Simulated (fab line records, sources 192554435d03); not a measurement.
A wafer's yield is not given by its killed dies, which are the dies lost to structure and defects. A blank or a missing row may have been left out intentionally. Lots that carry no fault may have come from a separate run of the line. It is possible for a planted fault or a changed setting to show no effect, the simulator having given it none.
fab line records | flow n5-finfet
[record] lots = 9 | wafers = 26 | last-day = 18
route steps=1938 shown MOL_CONTACT_COAG@559 BEOL_M4@1111 PASSIVATION@1936
lots untouched by any fault: they come from a run of this same line in which no faults occurred
start-h: hours from the record's first day to the start of the lot's first wafer shown | wait-h: time in hours since the lot's previous step | " repeats the value in the row above | L1.1+2: several wafers, shown together as one row | - either no value or no given start | * or withheld: withheld | < > ~ a bound
route shown NAME@n: NAME is a module with steps in the file, n the number in the route of the first one | usual: mean/standard deviation taken from wafers without a fault | same: alike in all rows | chamber/n: place in a boat | sites: each site's reading | _std_site: their standard deviation | _edge_site: inner sites' mean taken away from outer sites' mean | radius-mm: for every site, how far away it sits from the centre of the wafer | mask NAME#n: copy n | behind: tool/chamber where the wafer was last shaped | hold: why the lot was held/for how many hours/how that ended | device: names the non-switching transistor (n, p or np) | end of line: the route-end tests of the same wafers | step lacking rows: just its recipe | killed: the dies lost at the first sort to structure and to defects; this is not the yield of the wafer | map: shows each die of a wafer: x if killed, . if not, _ if none is there
set.NAME: the setting the step ran with; set.NAME@STEP: the setting that earlier step ran with | model.NAME: the simulator's own value behind a step, which no gauge read
steps of the route over a sample of lots; a table a step, a row a wafer
services: when a tool's chamber went out of use (start-h, in hours from the record's first day, below 0 if earlier), for how many hours, and the reason
[[steps]]
[step N5_MOL_CONTACT_COAG_ALD_27]
[recipe] material = SiOC | target-thk-a = 170 | temp-c = 400 | ald-precursor-family = carbosiloxane | ald-co-reactant = H2-plasma | pulse-time-s = 1.5 | time-s = 2720 | purge-time-s = 2 | co-reactant-purge-time-s = 2 | ald-cycles = 340 | pressure-torr = 2
[usual] heater-power-w = 859/77 | precursor-pulse-height-rel = 1.001/0.02
[same] co-reactant-purge-time-s = 2 | time-s = 2720
lot.wafer | tool       | chamber | start-h | wait-h | heater-power-w | precursor-pulse-height-rel
L627.4    | ald-sin-04 | 3       | 94.04   | 0.0    | 976            | 1.013
L627.5    | "          | 3       | "       | "      | 997            | 1.003
L627.6    | "          | 0       | "       | "      | 867            | 0.984
L631.1    | ald-sin-02 | 0       | 120.48  | 0.0    | 1004           | 0.998
L631.2    | "          | 1       | "       | "      | 750            | 0.993
L631.4    | "          | 3       | "       | "      | 854            | 1.017
L633.1    | ald-sin-04 | 2       | 133.42  | 0.0    | 777            | 1.020
L633.2    | "          | 3       | "       | "      | 979            | 0.984
L633.5    | "          | 1       | "       | "      | 824            | 0.997
L636.5    | ald-sin-03 | 0       | 148.21  | 0.8    | 841            | 0.991
L636.6    | "          | 1       | "       | "      | 887            | 1.039
L637.3    | ald-sin-04 | 0       | 151.68  | 0.3    | 836            | 0.995
L637.4    | "          | 2       | "       | "      | 762            | 0.994
L637.6    | "          | 1       | "       | "      | 844            | 1.022
L638.1    | ald-sin-04 | 1       | 160.69  | 0.0    | 846            | 1.002
L638.3    | "          | 3       | "       | "      | 1001           | 1.011
L638.5    | "          | 3       | "       | "      | 960            | 1.026
L641.1    | ald-sin-04 | 0       | 182.38  | 0.0    | 838            | 1.002
L641.2    | "          | 3       | "       | "      | 993            | 1.047
L641.5    | "          | 1       | "       | "      | 842            | 1.014
L644.2    | ald-sin-03 | 3       | 198.46  | 0.9    | 869            | 0.972
L644.3    | "          | 0       | "       | "      | 839            | 1.012
L644.5    | "          | 0       | "       | "      | 832            | 1.044
L650.3    | ald-sin-02 | 3       | 234.94  | 0.0    | 850            | 1.005
L650.4    | "          | 1       | "       | "      | 753            | 0.988
L650.6    | "          | 3       | "       | "      | 839            | 1.010
[step N5_MOL_CONTACT_COAG_OVL_MEAS_85]
[recipe] points-per-wafer = 522
[usual] VG_OVL = 0.1/0.67
lot.wafer | tool       | chamber | start-h | wait-h | VG_OVL[nm]
L627.4    | overlay-01 | 0       | 96.97   | 0.0    | 0.0
L627.5    | "          | 0       | "       | "      | -0.1
L627.6    | "          | 0       | "       | "      | 0.4
L631.1    | overlay-01 | 0       | 123.27  | 0.0    | 1.4
L631.2    | "          | 0       | "       | "      | 0.5
L631.4    | "          | 0       | "       | "      | 1.0
L633.1    | overlay-02 | 0       | 136.89  | 0.0    | 1.1
L633.2    | "          | 0       | "       | "      | 0.5
L633.5    | "          | 0       | "       | "      | 0.7
L636.5    | overlay-02 | 0       | 151.19  | 0.0    | -0.9
L636.6    | "          | 0       | "       | "      | -0.1
L637.3    | overlay-02 | 0       | 154.46  | 0.0    | -0.1
L637.4    | "          | 0       | "       | "      | -0.8
L637.6    | "          | 0       | "       | "      | -0.9
L638.1    | overlay-02 | 0       | 163.60  | 0.0    | -0.3
L638.3    | "          | 0       | "       | "      | 0.2
L638.5    | "          | 0       | "       | "      | -1.0
L641.1    | overlay-01 | 0       | 185.48  | 0.0    | 0.7
L641.2    | "          | 0       | "       | "      | 1.4
L641.5    | "          | 0       | "       | "      | 0.0
L644.2    | overlay-02 | 0       | 201.26  | 0.0    | -0.9
L644.3    | "          | 0       | "       | "      | -0.8
L644.5    | "          | 0       | "       | "      | -1.0
L650.3    | overlay-01 | 0       | 237.85  | 0.0    | 0.6
L650.4    | "          | 0       | "       | "      | 0.9
L650.6    | "          | 0       | "       | "      | 0.4
[step N5_MOL_CONTACT_COAG_STRIP_96]
[recipe] chemistry = N2/H2 | power-w = 500 | temp-c = 40 | pressure-mtorr = 50 | rf-frequency-hz = 6e+07 | overash-fraction = 0.3 | bias-power-w = 28 | h2-frac = 0.5 | n2-flow-sccm = 300 | h2-flow-sccm = 300
[usual] drypump-motor-current-A = 5.6/0.5 | oes-product-au = 0.76/0.085 | power-w = 500.1/1.5 | rf-vpp-V = 122.0/1.3 | showerhead-plenum-p-Torr = 3.36/0.11 | throttle-valve-pct = 18.8/0.4
lot.wafer | tool        | chamber | start-h | wait-h | drypump-motor-current-A | oes-product-au | power-w | rf-hours-counter-h | rf-vpp-V | showerhead-plenum-p-Torr | throttle-valve-pct
L627.4    | rie-diel-01 | 3       | 98.27   | 0.0    | 5.7                     | 0.67           | 497.8   | -                  | 121.9    | 3.31                     | 18.8
L627.5    | "           | 1       | "       | "      | 5.9                     | 0.75           | 500.7   | -                  | 122.1    | 3.48                     | 19.0
L627.6    | "           | 0       | "       | "      | 6.0                     | 0.71           | 499.7   | -                  | 122.7    | 3.49                     | 19.1
L631.1    | rie-diel-03 | 2       | 123.91  | 0.0    | 4.7                     | 0.70           | 498.5   | 227                | 122.3    | 3.33                     | 19.0
L631.2    | "           | 1       | "       | "      | 5.4                     | 0.91           | 499.2   | 4                  | 120.9    | 3.27                     | 18.1
L631.4    | "           | 1       | "       | "      | 5.4                     | 0.90           | 500.2   | -                  | 120.2    | 3.27                     | 18.1
L633.1    | rie-diel-03 | 3       | 137.52  | 0.0    | 6.5                     | 0.77           | 499.2   | 115                | 121.9    | 3.24                     | 19.3
L633.2    | "           | 1       | "       | "      | 5.4                     | 0.90           | 501.4   | 11                 | 121.5    | 3.27                     | 18.1
L633.5    | "           | 2       | "       | "      | 4.7                     | 0.70           | 498.7   | -                  | 121.6    | 3.32                     | 19.0
L636.5    | rie-diel-01 | 2       | 151.95  | 0.0    | 5.6                     | 0.96           | 499.6   | -                  | 120.2    | 3.57                     | 18.1
L636.6    | "           | 1       | "       | "      | 5.9                     | 0.73           | 501.1   | -                  | 122.2    | 3.47                     | 19.1
L637.3    | rie-diel-05 | 0       | 155.31  | 0.0    | 5.2                     | 0.70           | 499.7   | 177                | 121.9    | 3.33                     | 18.3
L637.4    | "           | 2       | "       | "      | 6.2                     | 0.71           | 502.3   | 189                | 122.9    | 3.22                     | 19.2
L637.6    | "           | 0       | "       | "      | 5.2                     | 0.69           | 500.0   | -                  | 123.6    | 3.33                     | 18.3
L638.1    | rie-diel-05 | 3       | 164.27  | 0.0    | 4.8                     | 0.72           | 500.0   | 186                | 122.9    | 3.49                     | 18.7
L638.3    | "           | 0       | "       | "      | 5.2                     | 0.70           | 503.1   | 181                | 120.2    | 3.33                     | 18.3
L638.5    | "           | 2       | "       | "      | 6.2                     | 0.71           | 501.9   | -                  | 121.5    | 3.22                     | 19.2
L641.1    | rie-diel-01 | 1       | 186.17  | 0.0    | 5.9                     | 0.72           | 501.1   | 184                | 122.9    | 3.46                     | 19.1
L641.2    | "           | 3       | "       | "      | 5.7                     | 0.92           | 500.3   | 9                  | 121.0    | 3.29                     | 18.3
L641.5    | "           | 0       | "       | "      | 6.0                     | 0.69           | 499.0   | -                  | 123.9    | 3.47                     | 19.1
L644.2    | rie-diel-01 | 3       | 201.99  | 0.0    | 5.7                     | 0.90           | 498.4   | 14                 | 122.5    | 3.29                     | 18.4
L644.3    | "           | 1       | "       | "      | 5.9                     | 0.71           | 500.2   | 189                | 120.7    | 3.46                     | 19.1
L644.5    | "           | 1       | "       | "      | 5.9                     | 0.70           | 500.0   | -                  | 123.3    | 3.46                     | 19.1
L650.3    | rie-diel-01 | 1       | 238.50  | 0.0    | 5.9                     | 0.70           | 500.1   | 202                | 123.1    | 3.45                     | 19.1
L650.4    | "           | 3       | "       | "      | 5.7                     | 0.87           | 499.4   | -                  | 121.3    | 3.28                     | 18.4
L650.6    | "           | 1       | "       | "      | 5.8                     | 0.70           | 498.5   | -                  | 122.4    | 3.45                     | 19.1
[step N5_MOL_CONTACT_COAG_EXPOSE_37]
[recipe] mask-id = VD | na = 0.33 | source-shape = annular | sigma-inner = 0.3 | sigma-outer = 0.7 | polarization = unpolarized | defocus-nm = 0 | dose-mj = 62
[usual] exposure-dose-mJ-cm2 = 62.8/0.76 | reticle-temp-C = 22.96/0.11 | stage-msd-nm = 0.821/0.004
[same] sigma-outer = 0.7
lot.wafer | tool           | chamber | start-h | wait-h | mask | exposure-dose-mJ-cm2 | reticle-temp-C | stage-msd-nm
L627.4    | euv-scanner-02 | 0       | 98.73   | -      | VD#0 | 63.4                 | 22.88          | 0.824
L627.5    | "              | 0       | "       | "      | VD#0 | 63.5                 | 23.03          | 0.820
L627.6    | "              | 0       | "       | "      | VD#0 | 63.4                 | 22.83          | 0.823
L631.1    | euv-scanner-02 | 0       | 124.48  | -      | VD#0 | 63.5                 | 22.92          | 0.827
L631.2    | "              | 0       | "       | "      | VD#0 | 63.5                 | 22.96          | 0.829
L631.4    | "              | 0       | "       | "      | VD#0 | 63.5                 | 22.75          | 0.823
L633.1    | euv-scanner-01 | 0       | 137.96  | -      | VD#0 | 61.9                 | 22.88          | 0.819
L633.2    | "              | 0       | "       | "      | VD#0 | 61.8                 | 23.05          | 0.818
L633.5    | "              | 0       | "       | "      | VD#0 | 61.8                 | 22.92          | 0.818
L636.5    | euv-scanner-02 | 0       | 152.40  | -      | VD#0 | 63.4                 | 23.04          | 0.827
L636.6    | "              | 0       | "       | "      | VD#0 | 63.5                 | 23.02          | 0.827
L637.3    | euv-scanner-02 | 0       | 155.77  | -      | VD#0 | 68.3                 | 22.90          | 0.823
L637.4    | "              | 0       | "       | "      | VD#0 | 68.3                 | 22.90          | 0.828
L637.6    | "              | 0       | "       | "      | VD#0 | 68.4                 | 22.89          | 0.829
L638.1    | euv-scanner-02 | 0       | 164.73  | -      | VD#0 | 67.2                 | 22.92          | 0.825
L638.3    | "              | 0       | "       | "      | VD#0 | 67.2                 | 22.84          | 0.823
L638.5    | "              | 0       | "       | "      | VD#0 | 67.2                 | 23.06          | 0.822
L641.1    | euv-scanner-02 | 0       | 186.73  | -      | VD#0 | 66.4                 | 22.97          | 0.821
L641.2    | "              | 0       | "       | "      | VD#0 | 66.4                 | 23.03          | 0.819
L641.5    | "              | 0       | "       | "      | VD#0 | 66.5                 | 22.84          | 0.822
L644.2    | euv-scanner-01 | 0       | 202.57  | -      | VD#0 | 61.9                 | 22.88          | 0.815
L644.3    | "              | 0       | "       | "      | VD#0 | 61.7                 | 22.96          | 0.818
L644.5    | "              | 0       | "       | "      | VD#0 | 61.9                 | 23.00          | 0.818
L650.3    | euv-scanner-01 | 0       | 239.08  | -      | VD#0 | 61.9                 | 23.04          | 0.816
L650.4    | "              | 0       | "       | "      | VD#0 | 61.8                 | 23.14          | 0.818
L650.6    | "              | 0       | "       | "      | VD#0 | 61.8                 | 22.86          | 0.817
[step N5_MOL_CONTACT_COAG_CD_MEAS_40]
[recipe] target-cd-nm = 25.1 | landing-energy-ev = 500 | detector = se-inlens | polarity = opening
[usual] cd-nm = 25.09/0.25
lot.wafer | tool      | chamber | start-h | wait-h | cd-nm
L627.4    | cd-sem-01 | 0       | 98.85   | -      | 25.01
L627.5    | "         | 0       | "       | "      | 25.46
L627.6    | "         | 0       | "       | "      | 25.33
L631.1    | cd-sem-01 | 0       | 124.63  | -      | 25.43
L631.2    | "         | 0       | "       | "      | 25.29
L631.4    | "         | 0       | "       | "      | 25.47
L633.1    | cd-sem-03 | 0       | 138.10  | -      | 25.23
L633.2    | "         | 0       | "       | "      | 25.62
L633.5    | "         | 0       | "       | "      | 25.34
L636.5    | cd-sem-02 | 0       | 152.52  | -      | 24.67
L636.6    | "         | 0       | "       | "      | 24.88
L637.3    | cd-sem-02 | 0       | 155.90  | -      | 26.39
L637.4    | "         | 0       | "       | "      | 26.49
L637.6    | "         | 0       | "       | "      | 26.25
L638.1    | cd-sem-02 | 0       | 164.88  | -      | 26.10
L638.3    | "         | 0       | "       | "      | 26.16
L638.5    | "         | 0       | "       | "      | 26.36
L641.1    | cd-sem-01 | 0       | 186.88  | -      | 26.13
L641.2    | "         | 0       | "       | "      | 26.13
L641.5    | "         | 0       | "       | "      | 26.14
L644.2    | cd-sem-03 | 0       | 202.70  | -      | 25.13
L644.3    | "         | 0       | "       | "      | 25.28
L644.5    | "         | 0       | "       | "      | 24.88
L650.3    | cd-sem-01 | 0       | 239.21  | -      | 25.18
L650.4    | "         | 0       | "       | "      | 25.32
L650.6    | "         | 0       | "       | "      | 25.21
[step N5_BEOL_M4_RC_MEAS_101]
[usual] CJ_N = 4.36/0.095 | DIBL_N = 37.0/2.3 | DIBL_P = 37.3/2.8 | IOFF_N = 0.17/0.046 | IOFF_N_85C = 3.3/0.74 | IOFF_P = 0.23/0.054 | ION_N = 675/14 | ION_P = 460/9.3 | RS_PWELL = 3006/23 | SS_N = 71.7/0.73 | SS_P = 73.6/0.95 | VT_N = 249/3.9 | VT_P = -250/3.9
lot.wafer | tool      | chamber | start-h | wait-h | CJ_N | DIBL_N[mV/V] | DIBL_P[mV/V] | IOFF_N[nA/um] | IOFF_N_85C[nA/um] | IOFF_P[nA/um] | ION_N[uA/um] | ION_P[uA/um] | RS_PWELL[ohm/sq] | SS_N[mV/dec] | SS_P[mV/dec] | VT_N[mV] | VT_P[mV]
L627.4    | prober-02 | 0       | 167.30  | 0.5    | 4.33 | 40.3         | 40.9         | 0.23          | 4.2               | 0.31          | 680          | 471          | 3025             | 72.2         | 74.8         | 243      | -246
L627.5    | "         | 0       | "       | "      | 4.42 | 37.1         | 35.4         | 0.15          | 3.0               | 0.21          | 676          | 464          | 3016             | 71.3         | 73.7         | 251      | -251
L627.6    | "         | 0       | "       | "      | 4.34 | 43.8         | 44.8         | 0.36          | 6.2               | 0.42          | 712          | 478          | 3011             | 73.7         | 76.2         | 240      | -243
L631.1    | prober-01 | 0       | 193.90  | 0.0    | 4.38 | 36.7         | 38.7         | 0.17          | 3.2               | 0.26          | 681          | 475          | 3036             | 70.8         | 74.1         | 248      | -247
L631.2    | "         | 0       | "       | "      | 4.42 | 36.7         | 36.8         | 0.16          | 3.1               | 0.21          | 671          | 459          | 3015             | 71.5         | 72.5         | 251      | -251
L631.4    | "         | 0       | "       | "      | 4.29 | 36.5         | 38.3         | 0.16          | 3.1               | 0.25          | 679          | 473          | 3031             | 71.2         | 73.6         | 251      | -247
L633.1    | prober-02 | 0       | 200.18  | 0.0    | 4.42 | 35.3         | 36.6         | 0.15          | 2.9               | 0.19          | 670          | 458          | 3018             | 71.4         | 73.1         | 253      | -255
L633.2    | "         | 0       | "       | "      | 4.45 | 38.5         | 39.5         | 0.22          | 4.0               | 0.25          | 703          | 474          | 2979             | 72.1         | 73.8         | 245      | -251
L633.5    | "         | 0       | "       | "      | 4.49 | 39.3         | 40.8         | 0.23          | 4.3               | 0.27          | 706          | 471          | 3020             | 72.3         | 74.8         | 248      | -249
L636.5    | prober-02 | 0       | 222.87  | 0.6    | 4.38 | 35.7         | 35.0         | 0.15          | 3.0               | 0.23          | 677          | 468          | 3002             | 71.5         | 73.0         | 250      | -246
L636.6    | "         | 0       | "       | "      | 4.26 | 41.2         | 42.4         | 0.27          | 4.9               | 0.37          | 700          | 473          | 2997             | 73.1         | 74.4         | 244      | -243
L637.3    | prober-01 | 0       | 225.68  | 0.3    | 1.96 | 51.8         | 32.9         | 1.21          | 17.5              | 0.19          | 701          | 474          | 3207             | 90.9         | 73.1         | 246      | -248
L637.4    | "         | 0       | "       | "      | 1.86 | 50.9         | 32.0         | 0.95          | 14.2              | 0.18          | 672          | 455          | 3168             | 90.4         | 72.2         | 253      | -250
L637.6    | "         | 0       | "       | "      | 1.85 | 39.9         | 33.9         | 0.26          | 4.8               | 0.20          | 682          | 466          | 3183             | 76.1         | 72.5         | 251      | -250
L638.1    | prober-01 | 0       | 235.41  | 0.0    | 1.88 | 52.8         | 35.9         | 1.20          | 16.2              | 0.19          | 689          | 458          | 3197             | 88.2         | 73.9         | 243      | -251
L638.3    | "         | 0       | "       | "      | 1.96 | 62.1         | 38.7         | 2.86          | 33.6              | 0.24          | 700          | 461          | 3194             | 98.1         | 73.9         | 242      | -251
L638.5    | "         | 0       | "       | "      | 1.87 | 50.2         | 36.5         | 0.84          | 12.1              | 0.20          | 668          | 450          | 3130             | 84.7         | 72.9         | 248      | -251
L641.1    | prober-01 | 0       | 280.83  | 0.0    | 4.52 | 34.0         | 32.0         | 0.10          | 2.2               | 0.16          | 656          | 456          | 3030             | 70.8         | 72.3         | 256      | -253
L641.2    | "         | 0       | "       | "      | 4.43 | 40.2         | 40.6         | 0.21          | 4.0               | 0.31          | 663          | 458          | 3013             | 73.1         | 74.7         | 250      | -247
L641.5    | "         | 0       | "       | "      | 4.28 | 38.4         | 38.3         | 0.18          | 3.5               | 0.26          | 656          | 453          | 3025             | 73.0         | 74.2         | 247      | -249
L644.2    | prober-02 | 0       | 286.35  | 0.2    | 4.31 | 33.5         | 30.7         | 0.10          | 2.1               | 0.13          | 640          | 440          | 2989             | 71.0         | 72.3         | 257      | -258
L644.3    | "         | 0       | "       | "      | 4.30 | 36.2         | 35.0         | 0.14          | 2.8               | 0.18          | 664          | 452          | 2990             | 71.2         | 73.1         | 250      | -254
L644.5    | "         | 0       | "       | "      | 4.43 | 37.3         | 35.0         | 0.16          | 3.0               | 0.18          | 666          | 448          | 3000             | 72.1         | 73.3         | 250      | -253
L650.3    | prober-01 | 0       | 318.13  | 0.3    | 4.47 | 37.3         | 38.5         | 0.16          | 3.2               | 0.18          | 675          | 450          | 2993             | 72.0         | 74.2         | 252      | -257
L650.4    | "         | 0       | "       | "      | 4.45 | 37.0         | 38.7         | 0.17          | 3.2               | 0.18          | 675          | 449          | 3028             | 71.9         | 73.9         | 251      | -256
L650.6    | "         | 0       | "       | "      | 4.37 | 33.1         | 34.3         | 0.10          | 2.2               | 0.13          | 656          | 445          | 3008             | 70.3         | 72.1         | 256      | -258
[step N5_PASSIVATION_PROBE_49]
[usual] defect-limited-yield = 91.5/1.3 | killed_at_M0_to_M3 = 36/10 | killed_at_M4_up = 13/4.7 | killed-at-contacts = 13/6.7 | killed-at-front-end = 37/9.7 | killed-at-other = 2.6/2.3 | killed-dies = 101/15 | killed-open = 67/12 | killed-short = 32/6.7 | sort_bin_4_leakage = 0.0/0.31 | sort_bin_5_function = 5.0/0.89 | sort_bin_6_memory = 3.2/0.63 | sort_bin_8_speed = 0.01/0.03 | sort-n-pass = 1079/16 | sort-yield-pct = 91.4/1.4
[same] gross-dies = 1180 | killed-at-back-side = 0
lot.wafer | tool      | chamber | start-h | wait-h | defect-limited-yield[%] | killed_at_M0_to_M3 | killed_at_M4_up | killed-at-contacts | killed-at-front-end | killed-at-other | killed-dies | killed-open | killed-short | sort_bin_4_leakage[%] | sort_bin_5_function[%] | sort_bin_6_memory[%] | sort_bin_8_speed[%] | sort-n-pass | sort-yield-pct[%]
L637.3    | prober-02 | -       | 343.10  | 0.1    | 93.1                    | 33                 | 9               | 4                  | 32                  | 4               | 82          | 52          | 29           | 93.1                  | 4.7                    | 1.9                  | 0                   | 0           | 0
L637.4    | prober-02 | -       | 343.15  | 0.2    | 91.4                    | 42                 | 9               | 12                 | 37                  | 1               | 101         | 69          | 32           | 91.4                  | 5.0                    | 3.1                  | 0                   | 0           | 0
L637.6    | prober-02 | -       | 343.25  | 0.3    | 91.2                    | 45                 | 11              | 9                  | 35                  | 4               | 104         | 62          | 40           | 0.1                   | 5.1                    | 3.1                  | 0                   | 1075        | 91.1
L638.1    | prober-02 | -       | 349.39  | 0.0    | 92.1                    | 32                 | 14              | 13                 | 33                  | 1               | 93          | 68          | 21           | 92.1                  | 5.7                    | 2.2                  | 0                   | 0           | 0
L638.3    | prober-02 | -       | 349.49  | 0.1    | 89.9                    | 47                 | 16              | 17                 | 33                  | 6               | 119         | 78          | 34           | 89.9                  | 6.1                    | 3.3                  | 0                   | 0           | 0
L638.5    | prober-02 | -       | 349.59  | 0.2    | 91.4                    | 31                 | 22              | 14                 | 35                  | 0               | 102         | 71          | 31           | 91.1                  | 4.7                    | 3.6                  | 0                   | 3           | 0.3
L641.1    | prober-01 | -       | 386.66  | 0.0    | 88.9                    | 42                 | 5               | 41                 | 41                  | 2               | 131         | 94          | 37           | 0                     | 7.1                    | 3.6                  | 0                   | 1049        | 88.9
L641.2    | prober-01 | -       | 386.71  | 0.1    | 90.6                    | 44                 | 12              | 19                 | 34                  | 2               | 111         | 78          | 28           | 0                     | 5.4                    | 3.4                  | 0.08                | 1069        | 90.6
L641.5    | prober-01 | -       | 386.86  | 0.2    | 88.6                    | 59                 | 12              | 18                 | 43                  | 2               | 134         | 90          | 41           | 0                     | 6.5                    | 4.1                  | 0                   | 1046        | 88.6
// killed by level:class
L637.3 BEOL_M2:geometric-particle:open=11 BEOL_M0_SAQP:geometric-particle:short=10 BEOL_M0_SAQP:geometric-particle:open=7 FIN_SAQP:geometric-particle:short=6 STI_FIN_REVEAL:geometric-particle:open=5 FIN_SAQP:geometric-particle:open=4 STARTING-WAFER:geometric-particle:open=4 GATE_CUT:geometric-particle:short=3
L637.4 BEOL_M0_SAQP:geometric-particle:short=14 MOL_CONTACT_COAG:geometric-particle:open=10 BEOL_M0_SAQP:geometric-particle:open=10 BEOL_M2:geometric-particle:open=10 FIN_SAQP:geometric-particle:open=9 STARTING-WAFER:geometric-particle:open=6 GATE_CUT:geometric-particle:open=5 FIN_SAQP:geometric-particle:short=4
L637.6 BEOL_M2:geometric-particle:open=13 BEOL_M0_SAQP:geometric-particle:short=12 FIN_SAQP:geometric-particle:open=8 BEOL_M0_SAQP:geometric-particle:open=8 FIN_SAQP:geometric-particle:short=6 MOL_CONTACT_COAG:geometric-particle:open=6 BEOL_M1:geometric-particle:open=6 STI_FIN_REVEAL:geometric-particle:open=5
L638.1 MOL_CONTACT_COAG:geometric-particle:open=11 STI_FIN_REVEAL:geometric-particle:open=10 BEOL_M0_SAQP:geometric-particle:open=7 BEOL_M1:geometric-particle:open=7 BEOL_M3:geometric-particle:open=6 BEOL_M4:geometric-particle:open=6 STI_FIN_REVEAL:geometric-particle:short=4 DUMMY_GATE:geometric-particle:open=4
L638.3 MOL_CONTACT_COAG:geometric-particle:open=15 BEOL_M2:geometric-particle:open=14 BEOL_M4:geometric-particle:open=11 BEOL_M1:geometric-particle:open=9 BEOL_M0_SAQP:geometric-particle:short=8 BEOL_M0_SAQP:geometric-particle:open=7 HKMG_FIN:area-etch=6 GATE_CUT:geometric-particle:short=5
L638.5 MOL_CONTACT_COAG:geometric-particle:open=11 BEOL_M1:geometric-particle:open=7 BEOL_M3:geometric-particle:open=7 STI_FIN_REVEAL:geometric-particle:open=6 GATE_CUT:geometric-particle:open=6 BEOL_M4:geometric-particle:open=5 DUMMY_GATE:geometric-particle:open=4 ILD0:geometric-particle:open=4
L641.1 MOL_CONTACT_COAG:geometric-particle:open=30 BEOL_M1:geometric-particle:open=13 MOL_CONTACT_COAG:geometric-particle:short=11 BEOL_M2:geometric-particle:open=10 FIN_SAQP:geometric-particle:open=9 STI_FIN_REVEAL:geometric-particle:open=9 BEOL_M0:geometric-particle:open=5 FIN_SAQP:geometric-particle:short=4
L641.2 MOL_CONTACT_COAG:geometric-particle:open=15 FIN_SAQP:geometric-particle:open=10 BEOL_M2:geometric-particle:open=10 BEOL_M1:geometric-particle:open=9 BEOL_M0_SAQP:geometric-particle:short=8 FIN_SAQP:geometric-particle:short=6 BEOL_M5:geometric-particle:open=5 MOL_CONTACT_COAG:geometric-particle:short=4
L641.5 BEOL_M2:geometric-particle:open=14 MOL_CONTACT_COAG:geometric-particle:open=13 BEOL_M0_SAQP:geometric-particle:short=13 BEOL_M0_SAQP:geometric-particle:open=13 FIN_SAQP:geometric-particle:open=9 FIN_SAQP:geometric-particle:short=8 BEOL_M3:geometric-particle:open=7 BEOL_M4:geometric-particle:open=7
[[services]]
tool           | chamber | start-h | hours | kind
rie-diel-05    | -       | 71.97   | 0.2   | repair
ald-sin-04     | 1       | 74.84   | 3.9   | repair
ald-sin-02     | -       | 85.25   | 14.0  | pm
euv-scanner-01 | -       | 85.87   | 5.8   | pm
rie-diel-01    | 2       | 91.24   | 11.0  | repair
euv-scanner-02 | -       | 91.65   | 1.0   | pm
rie-diel-05    | 1       | 93.44   | 4.1   | repair
ald-sin-04     | -       | 98.41   | 0.5   | repair
euv-scanner-01 | -       | 103.30  | 0.7   | repair
euv-scanner-01 | -       | 108.25  | 1.0   | pm
euv-scanner-01 | -       | 121.42  | 4.6   | pm
ald-sin-04     | -       | 143.80  | 6.1   | pm
euv-scanner-02 | -       | 145.00  | 0.2   | repair
euv-scanner-02 | -       | 146.10  | 1.0   | pm
euv-scanner-02 | -       | 156.87  | 0.9   | repair
euv-scanner-01 | -       | 164.40  | 1.0   | pm
euv-scanner-01 | -       | 176.14  | 1.4   | repair
euv-scanner-01 | -       | 182.92  | 0.5   | repair
euv-scanner-02 | -       | 196.67  | 4.6   | pm
euv-scanner-02 | -       | 202.25  | 1.0   | pm
euv-scanner-01 | -       | 204.96  | 12.0  | pm
euv-scanner-01 | -       | 220.55  | 1.0   | pm
rie-diel-01    | 2       | 234.02  | 5.6   | repair
euv-scanner-02 | -       | 235.44  | 0.3   | repair
[[key]]
[first-sign] step = N5_MOL_CONTACT_COAG_EXPOSE_37 | reading = exposure-dose-mJ-cm2 | direction = up | sigmas = 5.9 | usual = 62.8 | struck = 67.3
[effect] step = N5_MOL_CONTACT_COAG_CD_MEAS_40 | reading = cd-nm | direction = up | sigmas = 4.6 | usual = 25.09 | struck = 26.24 | through = control-loop
[effect] step = N5_BEOL_M4_RC_MEAS_101 | reading = CJ_N | direction = down | sigmas = 17 | usual = 4.36 | struck = 2.73 | wafers-moved = 6
[effect] step = N5_BEOL_M4_RC_MEAS_101 | reading = SS_N | direction = up | sigmas = 15 | usual = 71.7 | struck = 82.8 | wafers-moved = 6
[effect] step = N5_BEOL_M4_RC_MEAS_101 | reading = IOFF_N | direction = up | sigmas = 15 | usual = 0.17 | struck = 0.87 | wafers-moved = 6
[effect] step = N5_BEOL_M4_RC_MEAS_101 | reading = IOFF_N_85C | direction = up | sigmas = 12 | usual = 3.3 | struck = 12.0 | wafers-moved = 6
[effect] step = N5_BEOL_M4_RC_MEAS_101 | reading = RS_PWELL | direction = up | sigmas = 5.4 | usual = 3006 | struck = 3128 | wafers-moved = 6
[effect] step = N5_BEOL_M4_RC_MEAS_101 | reading = DIBL_N | direction = up | sigmas = 4.3 | usual = 37.0 | struck = 46.7 | wafers-moved = 6
[effect] step = N5_PASSIVATION_PROBE_49 | reading = sort_bin_4_leakage | direction = up | sigmas = 99+ | usual = 0.0 | struck = 50.9 | wafers-moved = 5
met-at N5_MOL_CONTACT_COAG_EXPOSE_37
struck-lots L637,L638,L641
[loop-trim] step = N5_MOL_CONTACT_COAG_EXPOSE_37 | setting = dose | lots = L638,L641
not-acting-at N5_MOL_CONTACT_COAG_ALD_27,N5_MOL_CONTACT_COAG_OVL_MEAS_85,N5_MOL_CONTACT_COAG_STRIP_96
onset-between 152.40 155.77
[earlier-fault] kind = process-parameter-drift | tool = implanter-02 | chamber = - | onset-h = 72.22 | steps = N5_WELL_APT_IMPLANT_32 | channel = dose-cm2 | offset = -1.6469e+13 | shape = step | acts-in = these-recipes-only | stated = 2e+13
[fault] kind = process-parameter-drift | tool = euv-scanner-02 | chamber = - | onset-h = 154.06 | steps = N5_MOL_CONTACT_COAG_EXPOSE_37 | channel = dose-mj | offset = 4.8406 | shape = step | acts-in = these-recipes-only | stated = 62
// loop-trim: a control loop set the setting to another value than it would have without faults
